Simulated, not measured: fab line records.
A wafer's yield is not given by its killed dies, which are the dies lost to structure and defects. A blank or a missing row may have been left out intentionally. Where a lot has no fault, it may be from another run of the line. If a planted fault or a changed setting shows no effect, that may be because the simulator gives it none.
Which of the tools did it? | flow n5 finfet | 36 wafers from 12 lots sampled at 3 of the route's 1938 steps

## WHAT THE GAUGES SHOWED, per wafer
N5_FIN_SAQP_INSPECT_18: inspects for defects (brightfield).
lot  | measured    | on                | raw defect count
L075 | day 2 05:41 | defect inspect-02 | 274 345 252
L077 | day 2 18:11 | defect inspect-01 | 403 420 565
L079 | day 3 04:19 | defect inspect-01 | 314 330 377
L081 | day 3 16:45 | defect inspect-01 | 368 394 340
L083 | day 4 04:16 | defect inspect-01 | 422 715 633
L085 | day 4 18:10 | defect inspect-01 | 441 406 355
L087 | day 5 04:22 | defect inspect-01 | 297 357 390
L089 | day 5 15:47 | defect inspect-01 | 493 485 339
L091 | day 6 04:53 | defect inspect-02 | 445 514 796
L093 | day 6 15:58 | defect inspect-02 | 427 341 398
L095 | day 7 03:53 | defect inspect-01 | 276 374 388
L097 | day 7 15:56 | defect inspect-02 | 669 438 710

## EACH LOT AND THE TOOL THAT RAN IT (in order: tool; ch and the chambers of the sampled wafers; start)
lot  | N5_PMOS_HMC_CHANNEL_EPI_EPI_26 | N5_FIN_SAQP_HM_DEP_72
L075 | epi rpcvd-04 ch 0, day 2 02:11 | pecvd-02 ch 1,2, day 2 05:11
L077 | epi rpcvd-02 ch 0, day 2 16:31 | pecvd-04 ch 0,2, day 2 17:49
L079 | epi rpcvd-01 ch 0, day 3 01:52 | pecvd-02 ch 0,1,2, day 3 03:56
L081 | epi rpcvd-04 ch 0, day 3 14:19 | pecvd-02 ch 0,2, day 3 16:14
L083 | epi rpcvd-01 ch 0, day 4 02:18 | pecvd-01 ch 0,1,2, day 4 03:53
L085 | epi rpcvd-01 ch 0, day 4 15:25 | pecvd-04 ch 0,1, day 4 17:46
L087 | epi rpcvd-01 ch 0, day 5 02:17 | pecvd-01 ch 0,1, day 5 03:52
L089 | epi rpcvd-01 ch 0, day 5 14:02 | pecvd-04 ch 0,1, day 5 15:23
L091 | epi rpcvd-04 ch 0, day 6 02:54 | pecvd-02 ch 0,2, day 6 04:22
L093 | epi rpcvd-01 ch 0, day 6 14:08 | pecvd-04 ch 0,1, day 6 15:35
L095 | epi rpcvd-01 ch 0, day 7 02:12 | pecvd-01 ch 0,1, day 7 03:28
L097 | epi rpcvd-01 ch 0, day 7 14:04 | pecvd-02 ch 0,2, day 7 15:25
- N5_PMOS_HMC_CHANNEL_EPI_EPI_26: deposits Si from SiH4/H2, target thk 3.8 nm, time 22.7 s.
- N5_FIN_SAQP_HM_DEP_72: deposits SiO2 from SiH4/N2O, target thk 12 nm, time 7.2 s.

## THE ANSWER, worked out from the rows above alone
Rule: usual is defined by the lots themselves. Put in order of their means at a reading, lots are off if they are a third of the lots or fewer, leave a main group of 4 or more, and stand apart from it by a gap of 3 or more times the standard deviation of the main group's means; of several such gaps the widest counts. The tables above print the reading to a certain number of digits; a main group whose means all agree to those digits is not used. A lot without any number at a reading at which 4 lots or more have one is off too. The other lots that the step has rows for count as sound.
No lot is off on any of the readings shown, so nothing can be concluded from this.

## WHAT HAD BEEN PUT IN BY THE SIMULATOR
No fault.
